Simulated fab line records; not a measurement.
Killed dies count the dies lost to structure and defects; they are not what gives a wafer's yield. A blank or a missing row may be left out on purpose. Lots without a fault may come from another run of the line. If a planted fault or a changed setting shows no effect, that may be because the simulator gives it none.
A lot that was struck, set against a sound lot -- flow nandHarc -- 14 out of 1159 route steps
Sound: the wafers L873.3, L873.4, L873.6. Wafers L879.2, L879.4, L879.5 were the ones struck. Last of all comes the cause.
Each step with rows lists, per side, the tool, then ch with its chambers, then its first start. Under that, the readings that differ: sound wafers -- struck wafers -- difference of the means -- sigmas: that difference in standard deviations of wafers without a fault.
alike: words and numbers the same on both sides, and readings whose means are apart by under 2 such deviations; not compared: readings that were withheld, readings missing a value for some wafer, numbers with overlapping values and no deviation given by the record, and bounds like >300 which may hide the same value.
A row with sigmas, a row that says differs or no value, or rows on one side alone: a step with any of these is where the two part. Numbers that don't overlap but have no deviation are shown without sigmas and don't part them. A reading that every wafer of one side lacks parts them only if that side has two wafers or more.

NHARC_A_WL_FILL_STRIP_27: strips in N2/H2, time 20 s.
  sound on plasmaAsher-01 ch 0,1, day 15 14:52; struck on plasmaAsher-02 ch 0,1, day 17 15:09
  alike: drypumpMotorCurrentA, heaterPowerW
  not compared: rfHoursCounterH
then, 4 steps without rows for these wafers: NHARC_A_WL_FILL_STRIP_28 (strips in post etch residue remover, time 1200 s); NHARC_A_WL_FILL_PRECLEAN_06 (cleans in DIW, time 300 s); NHARC_A_WL_FILL_SRD_07; NHARC_A_WL_FILL_ANNEAL_08 (time 1800 s).
NHARC_A_WL_FILL_ALD_10: deposits SiO2, target thk 50 nm, pulse time 10 s, ald cycles 500.
  sound on aldHk-02 ch 1,2,3, day 15 19:37; struck on aldHk-02 ch 0,1, day 17 19:46
  alike: heaterPowerOuterW, heaterPowerW, precursorPulseHeightRel
NHARC_A_WL_FILL_ETCHBACK_16: etches the open film in C4F8/O2/Ar, target depth 88 nm, time 17.6 s.
  sound: rieDiel-12 ch 1,2,3; struck: rieDiel-10 ch 0,2
reading,sound,struck,difference,sigmas
oesProductAu (a.u.),0.926 0.940 0.931,0.990 0.995 0.993,+0.060,+2
  alike: rfVppV
  not compared: rfHoursCounterH
NHARC_A_WL_FILL_STRIP_29: strips in O2, time 20 s.
  sound on rieDiel-12 ch 0,2,3, day 15 23:17; struck on rieDiel-10 ch 1,2,3, day 18 00:31
  alike: drypumpMotorCurrentA, oesProductAu, rfVppV, showerheadPlenumPTorr, throttleValvePct
  not compared: rfHoursCounterH
then, 3 steps without rows for these wafers: NHARC_A_WL_FILL_ETCHBACK_17 (etches the open film in Cl2/BCl3, target depth 4 nm, time 26.7 s); NHARC_A_WL_FILL_PRECLEAN_18 (cleans in dHF, time 30 s); NHARC_A_WL_FILL_SRD_21.
NHARC_A_WL_FILL_CVD_23: deposits poly-Si, target thk 40 nm, time 800 s.
  sound on lpcvdPoly-04 ch 0, day 16 01:50; struck on lpcvdPoly-01 ch 0, day 19 07:05
  alike: pressureMtorr
NHARC_A_WL_FILL_ETCHBACK_26: etches the open film in HBr, target depth 52 nm, time 13.3 s.
  sound on rieSi-04 ch 1,2, day 16 04:26; struck on rieSi-06 ch 0,1, day 19 09:40
  alike: drypumpMotorCurrentA, hbrFlowSccm, oesProductAu, throttleValvePct
  not compared: rfHoursCounterH
-- record jumps: 3 days between struck wafers' starts before vs after; left off in module A_WL_FILL, resumes in module END, first step shown is number 1159 of the route --
NHARC_END_SORT_01:
  sound on prober-02 ch 0, day 20 18:17; struck on prober-01 ch 0, day 22 19:36
reading,sound,struck,difference,sigmas
killedAtPeriphery,4 3 2,11 10 11,+8,+3
  alike: killedAtArray, killedAtOther, killedDies, killedOpen, killedShort

== WHERE THEY PART ==
At NHARC_A_WL_FILL_ETCHBACK_16 first; at NHARC_END_SORT_01 last (within this record only).

WHY: the cause the simulator had injected
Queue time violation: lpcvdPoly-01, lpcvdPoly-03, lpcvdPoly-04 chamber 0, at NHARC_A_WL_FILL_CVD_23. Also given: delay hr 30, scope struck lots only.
